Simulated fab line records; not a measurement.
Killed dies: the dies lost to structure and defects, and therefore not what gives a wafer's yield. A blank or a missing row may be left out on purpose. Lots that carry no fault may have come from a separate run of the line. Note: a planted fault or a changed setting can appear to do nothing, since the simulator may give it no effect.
Lot-split experiment | flow n5 finfet | 21 wafers read across 7 lots, on a route 1938 steps long

## ABOUT THE SPLIT
At N5_MOL_CONTACT_COAG_ETCH_106 (etches SOC in N2/H2, target depth 80 nm, overetch 16 nm, time 120 s), the setting source w was moved away from the recipe's 840 W on 6 of the 21 wafers read, by -12.3% to +8.3%. For the rest of the wafers, this setting stayed at what the recipe calls for.

The reading comes from the split's own step.

## THE READING
rf vpp V, in V, at N5_MOL_CONTACT_COAG_ETCH_106 (etches SOC in N2/H2, target depth 80 nm, overetch 16 nm, time 120 s). On this fab line, fault-free wafers typically give 524.9 V with a standard deviation of 2.8 V.

wafer  | tool, chamber at the split | source w as run, W | against the recipe | rf vpp V, V | against lot-mates on the recipe
L074.2 | rie diel-01, 2             | 840                | recipe             | 521.3       | -
L074.3 | rie diel-01, 3             | 840                | recipe             | 524.8       | -
L074.6 | rie diel-01, 1             | 840                | recipe             | 527.0       | -
L079.2 | rie diel-05, 3             | 840                | recipe             | 523.4       | -
L079.4 | rie diel-05, 1             | 840                | recipe             | 522.5       | -
L079.6 | rie diel-05, 2             | 840                | recipe             | 522.8       | -
L084.2 | rie diel-03, 2             | 840                | recipe             | 528.6       | -
L084.3 | rie diel-03, 0             | 840                | recipe             | 520.3       | -
L084.6 | rie diel-03, 0             | 840                | recipe             | 520.8       | -
L089.1 | rie diel-01, 3             | 736.6              | -12.3%             | 547.6       | +21.6
L089.2 | rie diel-01, 0             | 736.6              | -12.3%             | 549.4       | +23.4
L089.6 | rie diel-01, 1             | 840                | recipe             | 526.0       | -
L091.1 | rie diel-01, 0             | 840                | recipe             | 522.9       | -
L091.2 | rie diel-01, 1             | 840                | recipe             | 526.3       | -
L091.5 | rie diel-01, 2             | 777.1              | -7.5%              | 541.9       | +17.3
L092.1 | rie diel-01, 2             | 840                | recipe             | 528.2       | -
L092.3 | rie diel-01, 0             | 909.3              | +8.3%              | 512.1       | -14.9
L092.6 | rie diel-01, 0             | 840                | recipe             | 525.7       | -
L096.2 | rie diel-01, 1             | 900.2              | +7.2%              | 514.6       | -9.7
L096.4 | rie diel-01, 0             | 900.2              | +7.2%              | 515.0       | -9.3
L096.5 | rie diel-01, 3             | 840                | recipe             | 524.3       | -

FIT RESULTS
A straight line over all 21 wafers: rf vpp V changes by -1.8 V for each +1% of source w; r = -0.96; the points scatter about the line by 2.7 V.
The same after taking each lot's own level away (the mean of its wafers on the recipe; 21 wafers): -1.77 V for each +1%; r = -0.97; scatter 2.3 V.
The reading moves by 22 V for the largest change in source w, on that fit.
Measured against the standard deviation above, the lots' own levels, which go from 522.90 to 526.95 V, span 1.4 times it.
The two slopes are in agreement: the lot-to-lot level therefore moves the slope only a little.
Check: +22.6 V against its lot-mates is what the line predicts for one of the wafers moved furthest among these (-12.3%) when that wafer is left out of the fit. It came out at +21.6 V against them.
Tool readings at the split's step, against how far the setting was moved: rf vpp V r = -0.96.

## FURTHER SPLITS ON THESE WAFERS
Before the reading, these wafers also passed through other splits. Each is held against what the fit with the lots' levels taken away leaves over:
other split on the same wafers | wafers away from the commonest value | r with rf vpp V (lot level and that fit taken away)
N5_GATE_CUT_EXPOSE_10 dose mj  | 8                                    | -0.51

## FILE'S OWN FIT
rf vpp V changes by -1.83 V for each +1% of source w, r = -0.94.
